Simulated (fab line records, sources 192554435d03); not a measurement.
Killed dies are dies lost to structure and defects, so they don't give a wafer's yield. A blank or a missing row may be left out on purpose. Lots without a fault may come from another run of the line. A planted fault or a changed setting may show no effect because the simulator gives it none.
Tool commonality check | flow n5_finfet | 10 lots, 29 wafers sampled

WHY IT WAS OPENED
At N5_BEOL_M4_OVL_MEAS_12 the reading M4_OVL is flagged on 2 of 10 lots. Wafers without a fault read 0.0 nm, standard deviation 0.59.
Rule: a lot is flagged when every wafer of it that has a number lies more than 4 standard deviations from that mean, or none has a number. The other lots count as sound.

lot  | measured     | on         | M4_OVL (nm), wafer by wafer | flag
L351 | day 8 13:14  | overlay-02 | -0.7 0.0 -0.9               |
L352 | day 8 22:03  | overlay-01 | -0.2 0.1 -0.1               |
L348 | day 9 04:56  | overlay-01 | 0.1 1.2 0.0                 |
L354 | day 9 11:14  | overlay-02 | -0.4 -0.2 0.1               |
L356 | day 9 19:06  | overlay-02 | 0.0 -0.4 -0.3               |
L362 | day 11 23:23 | overlay-01 | 14.6 14.5                   | FLAGGED
L363 | day 12 04:51 | overlay-01 | 14.6 15.1 14.8              | FLAGGED
L361 | day 12 08:01 | overlay-02 | -0.1 -0.7 0.0               |
L367 | day 13 07:50 | overlay-02 | 0.1 -0.1 -0.3               |
L370 | day 13 23:28 | overlay-02 | -0.1 0.2 0.1                |
The numbers of the flagged lots are 14.7 nm on average: +14.7 nm against the usual, or +25 standard deviations.

WHICH TOOL RAN EACH LOT
The record holds 2 process steps before the reading, out of a route of 1938 steps. In each cell: the tool, then ch and the chambers that the sampled wafers went through, then the start.
lot  | flag    | N5_BEOL_M3_CO_CAP_55             | N5_BEOL_M4_EXPOSE_08
L351 |         | cvd_co-02 ch 0,1, day 8 11:42    | euv_scanner-01 ch 0, day 8 13:05
L352 |         | cvd_co-01 ch 0,1,2, day 8 19:30  | euv_scanner-02 ch 0, day 8 21:53
L348 |         | cvd_co-02 ch 0,1,2, day 9 01:51  | euv_scanner-01 ch 0, day 9 04:46
L354 |         | cvd_co-01 ch 0,1,2, day 9 09:26  | euv_scanner-02 ch 0, day 9 11:04
L356 |         | cvd_co-01 ch 1,2, day 9 15:46    | euv_scanner-01 ch 0, day 9 18:56
L362 | FLAGGED | cvd_co-01 ch 0,1, day 11 21:41   | euv_scanner-01 ch 0, day 11 23:14
L363 | FLAGGED | cvd_co-02 ch 0,2, day 12 03:11   | euv_scanner-01 ch 0, day 12 04:41
L361 |         | cvd_co-02 ch 0,2, day 12 07:01   | euv_scanner-02 ch 0, day 12 07:52
L367 |         | cvd_co-02 ch 0,1,2, day 13 03:28 | euv_scanner-02 ch 0, day 13 07:41
L370 |         | cvd_co-01 ch 0,1,2, day 13 22:26 | euv_scanner-02 ch 0, day 13 23:19
What these steps do:
- N5_BEOL_M3_CO_CAP_55: material Co, precursor CCTBA/H2, target thk 2 nm, time 102.1 s.
- N5_BEOL_M4_EXPOSE_08: exposes mask M4.
- N5_BEOL_M4_OVL_MEAS_12

FLAGGED OVER TOTAL, TOOL BY TOOL (the gauges that took the reading come last)
step                   | tool           | lots run | flagged | share of the flagged lots | sound lots run after its first flagged lot
N5_BEOL_M3_CO_CAP_55   | cvd_co-01      | 5        | 1       | some                      | 1 (L370)
N5_BEOL_M3_CO_CAP_55   | cvd_co-02      | 5        | 1       | some                      | 2 (L361,L367)
N5_BEOL_M4_EXPOSE_08   | euv_scanner-01 | 5        | 2       | all                       | 0
N5_BEOL_M4_EXPOSE_08   | euv_scanner-02 | 5        | 0       | none                      | -
N5_BEOL_M4_OVL_MEAS_12 | overlay-01     | 4        | 2       | all                       | 0
N5_BEOL_M4_OVL_MEAS_12 | overlay-02     | 6        | 0       | none                      | -

WHAT THE TABLE ALLOWS
2 rows of the table ran every flagged lot: euv_scanner-01 at N5_BEOL_M4_EXPOSE_08, overlay-01 at N5_BEOL_M4_OVL_MEAS_12.
- euv_scanner-01 at N5_BEOL_M4_EXPOSE_08: 2 of its 5 lots flagged. Its last sound lot is L356 (day 9 18:56), its first flagged lot L362 (day 11 23:14): a fault that began between those two fits.
- overlay-01 at N5_BEOL_M4_OVL_MEAS_12: 2 of its 4 lots flagged. Its last sound lot is L348 (day 9 04:56), its first flagged lot L362 (day 11 23:23): a fault that began between those two fits.
Counting lots can't tell these 2 tools apart, because each fits a fault that began at some hour. More lots, or a look at what each step does to the wafer, might.

WHAT THE SIMULATOR HAD PUT IN
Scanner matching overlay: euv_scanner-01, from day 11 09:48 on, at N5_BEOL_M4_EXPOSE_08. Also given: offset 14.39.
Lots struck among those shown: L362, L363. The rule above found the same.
